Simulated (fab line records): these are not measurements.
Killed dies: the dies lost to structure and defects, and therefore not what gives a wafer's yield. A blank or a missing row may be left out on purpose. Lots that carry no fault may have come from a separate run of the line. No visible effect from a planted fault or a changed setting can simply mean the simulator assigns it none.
Which tool was responsible? | flow n5 finfet | 10 lots (30 wafers sampled), 1 step of a 1938-step route

WHAT THE GAUGES READ, wafer by wafer
N5_BEOL_M7_CD_MEAS_18: pitch 80 nm, target cd 40 nm.
lot  | measured     | on        | cd nm (nm)
L131 | day 9 08:10  | cd sem-02 | 39.7 40.1 39.0
L133 | day 9 10:37  | cd sem-03 | 39.7 39.3 39.5
L135 | day 10 13:56 | cd sem-02 | 39.3 39.3 39.6
L144 | day 12 21:37 | cd sem-03 | 40.6 40.0 40.3
L143 | day 13 00:35 | cd sem-01 | 40.6 40.2 40.1
L145 | day 13 01:37 | cd sem-03 | 40.6 40.2 39.8
L146 | day 13 04:47 | cd sem-03 | 40.1 40.7 39.9
L150 | day 14 01:13 | cd sem-02 | 40.4 40.1 40.3
L149 | day 14 07:26 | cd sem-03 | 41.0 40.6 40.8
L152 | day 14 15:38 | cd sem-03 | 40.0 40.1 40.0

WHAT TOOL EACH LOT RAN ON (gives the tool, then ch and the chambers of the sampled wafers, and finally the start)
The record holds no process step before these readings.

THE ANSWER, worked out from the rows above alone
Rule: what is usual is taken from the lots themselves. The widest of any qualifying gaps counts: lots, ordered by their means at a reading, are off when they make up no more than a third of the lots, leave a main group of 4 or more, and stand apart from it by 3 or more times the standard deviation of that group's means. A main group whose means are all the same, to the digits that the tables above print for the reading, isn't used. Also off: a lot with no number at a reading for which 4 or more lots have one. Where the step has rows for the other lots, those lots are counted as sound.
None of the lots is off at any reading shown; this tells nothing.

WHAT THE SIMULATOR PUT IN
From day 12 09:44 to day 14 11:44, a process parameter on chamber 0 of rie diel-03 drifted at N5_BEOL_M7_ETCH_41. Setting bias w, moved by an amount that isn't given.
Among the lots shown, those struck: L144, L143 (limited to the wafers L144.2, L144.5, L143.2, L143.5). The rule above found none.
